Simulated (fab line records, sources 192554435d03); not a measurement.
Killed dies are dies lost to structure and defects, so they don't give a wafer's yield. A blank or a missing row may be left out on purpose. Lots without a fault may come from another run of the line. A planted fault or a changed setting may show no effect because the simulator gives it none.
A struck lot beside a sound one | flow n5_finfet | 40 steps out of a route of 1938
Sound: wafers L920.1, L920.3, L920.6. Struck: wafers L914.2, L914.3, L914.6. The cause comes at the end.
At each step with rows: each side's tool, then ch and its chambers, then its first start. Under that, the readings that differ: sound wafers | struck wafers | difference of the means | sigmas: that difference in standard deviations of wafers without a fault.
alike: readings whose means differ by less than 2 such deviations, and words and numbers that are the same on both sides. not compared: withheld readings, readings that some wafer has no value for, bounds like >300 that may hide the same value, and numbers for which the record gives no deviation and whose values overlap.
The two part at a step that has a row with sigmas, a row that says differs or no value, or rows on one side only. Numbers that don't overlap but have no deviation are shown without sigmas and don't part them. A reading that every wafer of one side lacks parts them only if that side has two wafers or more.

first, 11 steps without rows for these wafers: N5_MOL_CONTACT_COAG_DESCUM_13 (chemistry O2, time 7 s); N5_MOL_CONTACT_COAG_ETCH_59 (etches underlayer in N2/H2, target depth 13 nm, time 10.4 s); N5_MOL_CONTACT_COAG_ETCH_105 (etches SiARC in CF4, target depth 15.6 nm, time 26 s); N5_MOL_CONTACT_COAG_ETCH_106 (etches SOC in N2/H2, target depth 80 nm, overetch 16 nm, time 120 s); N5_MOL_CONTACT_COAG_STRIP_107 (strips in N2/H2); N5_MOL_CONTACT_COAG_STRIP_108 (strips in N2/H2); N5_MOL_CONTACT_COAG_CONTACT_ETCH_14 (etches SiO2 in C4F6/O2, target depth 27.5 nm, overetch 8.5 nm, time 20 s); N5_MOL_CONTACT_COAG_STRIP_109 (strips in C4F6/O2); N5_MOL_CONTACT_COAG_ETCH_15 (etches SiNx in CH3F/O2, stops on Si:P, target depth 7 nm); N5_MOL_CONTACT_COAG_ETCH_110 (etches Si in CF4/O2, target depth 2.5 nm, time 8 s); N5_MOL_CONTACT_COAG_STRIP_98 (strips in N2/H2).
N5_MOL_CONTACT_COAG_IMPLANT_129:
  sound on implanter-01 ch 0, day 9 03:17; struck on implanter-02 ch 0, day 7 13:37
  reading            | sound                         | struck                     | difference | sigmas
  beam_on_s (s)      | 33 33 34                      | 10 10 10                   | -23        | -4
  dose_ions_cm2      | 6.002e+14 6.006e+14 5.997e+14 | 6.01e+13 6.06e+13 6.01e+13 | -5.40e+14  | -99 or more
  faraday_current_uA | 2279 2262 2241                | 763 765 735                | -1506      | -6
then, 26 steps without rows for these wafers: N5_MOL_CONTACT_COAG_PRECLEAN_111 (cleans in NF3:NH3, afs cycles 1, time 20 s, sublimation time 60 s); N5_MOL_CONTACT_COAG_TI_SIL_19 (material Ti, target thk 4.2 nm, time 15 s); N5_MOL_CONTACT_COAG_ALD_20 (deposits TiN, target thk 1.5 nm, pulse time 1 s, purge time 3 s); N5_MOL_CONTACT_COAG_SIL_ANNEAL_21 (time 60 s); N5_MOL_CONTACT_COAG_PRE_CLEAN_141 (time 60 s); N5_MOL_CONTACT_COAG_SPUTTER_143 (material Co, target thk 2.5 nm); N5_MOL_CONTACT_COAG_CO_FILL_22 (material Co, precursor CCTBA/H2, target thk 20 nm); N5_MOL_CONTACT_COAG_ANNEAL_113 (time 300 s); N5_MOL_CONTACT_COAG_PRE_CLEAN_142 (time 60 s); N5_MOL_CONTACT_COAG_SPUTTER_130 (material Co, target thk 47.5 nm); N5_MOL_CONTACT_COAG_PRECLEAN_125 (cleans in DIW, time 57.5 s); N5_MOL_CONTACT_COAG_SRD_126 (dry time 32 s); N5_MOL_CONTACT_COAG_CMP_23 (polishes, stops on SiO2, t overpolish 1.5 s, target thk 0 nm); N5_MOL_CONTACT_COAG_WET_ETCH_26 (target Co, target depth 13 nm); N5_MOL_CONTACT_COAG_WET_ETCH_116 (etches the open film in SC1-inhibited, target depth 4.6 nm, rinse time 30 s); N5_MOL_CONTACT_COAG_ALD_27 (deposits SiOC, target thk 17 nm, pulse time 1.5 s, time 2720 s); N5_MOL_CONTACT_COAG_CMP_28 (polishes, stops on SiNx, t overpolish 0.85 s, target thk 14.522 nm); N5_MOL_CONTACT_COAG_ALD_123 (deposits SiNx, target thk 5 nm, pulse time 1 s, purge time 2 s); N5_MOL_CONTACT_COAG_PECVD_31 (deposits SiO2 from TEOS/O2, target thk 46 nm, time 8.9 s); N5_MOL_CONTACT_COAG_COAT_75 (time 60 s, resist thk 60 nm); N5_MOL_CONTACT_COAG_COAT_76 (time 60 s, resist thk 10 nm); N5_MOL_CONTACT_COAG_COAT_77 (time 60 s, resist thk 10 nm); N5_MOL_CONTACT_COAG_COAT_78 (resist thk 40 nm); N5_MOL_CONTACT_COAG_EBR_80; N5_MOL_CONTACT_COAG_SOFTBAKE_79 (time 60 s); N5_MOL_CONTACT_COAG_EXPOSE_81 (exposes mask VG, defocus 0 nm).
-- the record jumps here: 10 days lie between the struck wafers' starts before and after (it left off in module MOL_CONTACT_COAG and takes up again in module BEOL_M4, whose first step shown is number 1111 of the route) --
N5_BEOL_M4_RC_MEAS_101:
  sound on prober-01 ch 0, day 17 15:22; struck on prober-02 ch 0, day 17 07:29
  reading             | sound             | struck            | difference | sigmas
  RC_DENSE_N (ohm.um) | 19.6 19.1 19.4    | 36.5 34.3 35.6    | +16.1      | +35
  RC_DENSE_P (ohm.um) | 24.6 24.4 24.5    | 46.0 43.0 44.1    | +19.9      | +33
  RC_N (ohm.um)       | 15.9 15.7 15.9    | 29.7 27.9 29.0    | +13.0      | +36
  RC_P (ohm.um)       | 20.3 19.8 19.9    | 37.3 35.2 35.9    | +16.1      | +34
  REXT_N (ohm.um)     | 73.6 74.8 73.6    | 89.7 89.3 88.5    | +15.2      | +8
  REXT_P (ohm.um)     | 102.1 102.4 101.9 | 113.5 110.6 112.9 | +10.2      | +5
  alike: DIBL_N, DIBL_P, IOFF_N, IOFF_P, ION_N, ION_P, SS_N, SS_P, VT_N, VT_P
-- the record jumps here: 5 days lie between the struck wafers' starts before and after (it left off in module BEOL_M4 and takes up again in module PASSIVATION, whose first step shown is number 1936 of the route) --
N5_PASSIVATION_PROBE_49:
  sound on prober-02, day 22 15:47; struck on prober-02, day 22 09:00
  reading                  | sound          | struck         | difference | sigmas
  defect_limited_yield (%) | 91.9 93.6 91.3 | 88.4 90.3 88.2 | -3.3       | -2
  killed_dies              | 95 76 103      | 137 114 139    | +39        | +2
  killed_short             | 25 24 20       | 56 30 50       | +22        | +3
  sort_bin_5_function (%)  | 5.2 3.1 4.6    | 7.4 5.7 6.9    | +2.4       | +2
  sort_n_pass              | 1085 1104 1077 | 1043 1065 1041 | -39        | -2
  sort_yield_pct (%)       | 91.9 93.6 91.3 | 88.4 90.3 88.2 | -3.3       | -2
  alike: killed_at_M0_to_M3, killed_at_M4_up, killed_at_contacts, killed_at_front_end, killed_at_other, killed_on_rim, killed_open, sort_bin_6_memory, sort_bin_8_speed

WHERE THEY PART
First at N5_MOL_CONTACT_COAG_IMPLANT_129; last, within this record, at N5_PASSIVATION_PROBE_49.

WHY: what the simulator had put in
Process parameter drift: implanter-02, from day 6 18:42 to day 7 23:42, at N5_MOL_CONTACT_COAG_IMPLANT_129. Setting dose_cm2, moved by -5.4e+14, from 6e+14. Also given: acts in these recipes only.
